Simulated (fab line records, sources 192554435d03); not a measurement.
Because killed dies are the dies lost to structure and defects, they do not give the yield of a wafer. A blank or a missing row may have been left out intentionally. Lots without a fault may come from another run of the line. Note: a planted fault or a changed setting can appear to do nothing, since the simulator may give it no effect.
Problem report in the 8D (eight disciplines) form, filled by code	flow n5Finfet	the parts of the form that need people (team, actions taken, sign-off) are left out

1. PROBLEM STATEMENT
At N5_SD_EPI_N_CD_MEAS_09, cdNm averages 123.9 nm over 6 wafers from 2 lots, while fault-free wafers read 120.1 nm, standard deviation 0.61. Relative to the usual mean, that is a shift of +6.2 standard deviations.
The step: target cd 120 nm.
Seen first at day 5 08:02 on cdSem-02, wafer L771.3. Wafers with a number at this step in the record: 24, from 8 lots. Rule for "out" (also "out of limits"): further than 4 standard deviations from the usual mean. All remaining wafers that have a number are taken as sound.

2. WHAT IT IS, WHAT IT ISN'T
question	is	is not
which readings at this step	cdNm	-
which lots	L771, L772	L763, L765, L775, L777, L784, L785
which wafers of those lots	all that have a number	-
read on which gauges	cdSem-01, cdSem-02	cdSem-03
when	from day 5 08:02	up to then (6 sound wafers); but 12 sound wafers of L775, L777, L784, L785 came after

3. SUSPECTS, AND WHAT RULES EACH OUT
Counting: any tool at a process step up to the reading is kept as a suspect provided that every lot that is out went through it and no sound lot did after the first of them.
- the gauge at N5_SD_EPI_N_CD_MEAS_09: ruled out. The wafers that are out were read on 2 gauges (cdSem-01, cdSem-02).
- arfiScanner-03 at N5_SD_EPI_N_EXPOSE_06 (exposes mask SD N BLK, target cd 120 nm): kept. It ran every lot that is out, first L771 (day 5 07:55), and no sound lot after that. Its own readings are out on those wafers: exposureDoseMJCm2.
After counting, what remains is arfiScanner-03 at N5_SD_EPI_N_EXPOSE_06.

4. THE CAUSE (what the simulator had put in)
Drift in process parameters on arfiScanner-03 at N5_SD_EPI_N_EXPOSE_06, starting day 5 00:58. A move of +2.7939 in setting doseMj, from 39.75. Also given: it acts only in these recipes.
After counting, this tool was the only one left.

5. THE EFFECT CHAIN, in route order
Each row: a reading where the mean over the struck wafers with a number is more than 3 standard deviations away from the usual. Only readings for which the record gives a usual standard deviation are gone through. hours: the time from each lot's start at the first step in this table that gives one to its start at this step, as a median over the lots. sigmas: the change in usual standard deviations.
hours	step	reading	usual	on struck wafers	change	sigmas
0	N5_SD_EPI_N_EXPOSE_06	exposureDoseMJCm2	39.74	42.28	+2.54	+63
0	N5_SD_EPI_N_CD_MEAS_09	cdNm	120.1 nm	123.9	+3.8	+6.2
Here are the process steps it includes:
- N5_SD_EPI_N_EXPOSE_06: exposes mask SD N BLK, target cd 120 nm.
At these later measuring or inspecting steps, every struck wafer for which the step has a row has a number for every such reading, and none has moved that far: N5_BEOL_M4_RC_MEAS_101.

6. HOW IT WOULD HAVE BEEN CAUGHT EARLIER
In this record the first reading out of limits at a measuring or inspecting step was taken at day 5 08:02, 7 hours after the fault began at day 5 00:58.
At N5_SD_EPI_N_EXPOSE_06, the tool's own readings (exposureDoseMJCm2) were out on each struck wafer the step has a row for, so an alarm limit on them would have fired on the first such wafer.
Of the lots that are out (2), L772 began N5_SD_EPI_N_EXPOSE_06 on arfiScanner-03 after day 5 08:02. It would have been spared by a hold on the tool at that moment.
